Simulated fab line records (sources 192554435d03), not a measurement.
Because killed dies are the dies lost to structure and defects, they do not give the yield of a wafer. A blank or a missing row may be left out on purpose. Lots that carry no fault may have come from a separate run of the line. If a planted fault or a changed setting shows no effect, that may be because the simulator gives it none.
Split-lot trial    flow n5 finfet    on a route of 1938 steps: 7 lots, 21 wafers read

== THE SPLIT ==
At N5_BEOL_M6_EXPOSE_25 (exposes mask V5, target cd 40 nm), the setting dose mj was moved away from the recipe's 45 on 8 of the 21 wafers read, by -6.6% to +7.3%. All remaining wafers had this setting at the recipe value.

== FROM THE SPLIT TO THE READING: what the file shows between them, 2 steps ==
- N5_BEOL_M6_PEB_26: peb time 60 s
- N5_BEOL_M6_DEVELOP_27: develop time 30 s

== THE READING ==
Shown in nm: cd nm at N5_BEOL_M6_CD_MEAS_28, with target cd 40 nm. On this fab line, fault-free wafers typically give 40.04 nm with a standard deviation of 0.23 nm.

wafer   tool, chamber at the split  dose mj as run  against the recipe  cd nm, nm  against lot-mates on the recipe
L074.1  euv scanner-01, 0           46.04           +2.3%               40.76      +0.65
L074.3  euv scanner-01, 0           45              recipe              40.11      -
L074.4  euv scanner-01, 0           46.04           +2.3%               40.75      +0.64
L081.4  euv scanner-02, 0           45              recipe              39.91      -
L081.5  euv scanner-02, 0           45              recipe              39.64      -
L081.6  euv scanner-02, 0           48.29           +7.3%               41.27      +1.50
L084.1  euv scanner-02, 0           45              recipe              39.80      -
L084.2  euv scanner-02, 0           43.64           -3.0%               39.25      -0.55
L084.6  euv scanner-02, 0           43.64           -3.0%               39.38      -0.42
L086.3  euv scanner-02, 0           45              recipe              40.27      -
L086.4  euv scanner-02, 0           45              recipe              40.29      -
L086.5  euv scanner-02, 0           45              recipe              40.08      -
L089.2  euv scanner-01, 0           43.71           -2.9%               39.58      -0.39
L089.3  euv scanner-01, 0           45              recipe              39.97      -
L089.6  euv scanner-01, 0           43.71           -2.9%               39.48      -0.49
L090.2  euv scanner-01, 0           45              recipe              39.78      -
L090.3  euv scanner-01, 0           45              recipe              40.03      -
L090.5  euv scanner-01, 0           45              recipe              40.23      -
L091.3  euv scanner-01, 0           45              recipe              39.94      -
L091.4  euv scanner-01, 0           45              recipe              39.76      -
L091.6  euv scanner-01, 0           42.04           -6.6%               38.13      -1.72

THE FIT
A straight line over all 21 wafers: cd nm changes by +0.224 nm for each +1% of dose mj; r = +0.94; the points scatter about the line by 0.23 nm.
The same after taking each lot's own level away (the mean of its wafers on the recipe; 21 wafers): +0.217 nm for each +1%; r = +0.97; scatter 0.15 nm.
On that fit, the largest move of dose mj shifts the reading by 1.6 nm.
The lots' own levels span 39.775 to 40.213 nm, that is 1.9 times the standard deviation above.
The two slopes agree, so the slope changes little with the lot-to-lot level.
Check: for one of the wafers moved furthest among these (+7.3%), held out of the fit, the line's prediction against its lot-mates is +1.72 nm. It came out at +1.5 nm against them.

== OTHER SPLITS APPLIED TO THESE WAFERS ==
Note: prior to the reading, these wafers also went through further splits. Each is held against what the fit with the lots' levels taken away leaves over:
other split on the same wafers    wafers away from the commonest value  r with cd nm (lot level and that fit taken away)
N5_BEOL_M5_TRENCH_ETCH_37 time s  7                                     -0.34
N5_BEOL_M6_ETCH_62 time s         5                                     -0.20

== THE WHOLE CHAIN: every reading that the file lists as answering this split, in the file's order ==
step                   what it does                                                         reading                                                         change (the file's fit)                r (the file's)
N5_BEOL_M6_CD_MEAS_28  target cd 40 nm                                                      cd nm                                                           +0.222 nm for each +1% of the setting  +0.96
N5_BEOL_M6_DESCUM_33   chemistry O2, time 7 s                                               BEOL_M6.cd nm (the simulator's own value, which no gauge read)  +0.239 nm for each +1% of the setting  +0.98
N5_BEOL_M6_ETCH_65     etches SiARC in CF4, target depth 15.6 nm, time 26 s                 BEOL_M6.cd nm (the simulator's own value, which no gauge read)  +0.247 nm for each +1% of the setting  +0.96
N5_BEOL_M6_ETCH_66     etches SOC in N2/H2, target depth 80 nm, overetch 16 nm, time 120 s  BEOL_M6.cd nm (the simulator's own value, which no gauge read)  +0.255 nm for each +1% of the setting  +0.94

== THE FILE'S OWN FIT ==
cd nm changes by +0.222 nm for each +1% of dose mj, r = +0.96.
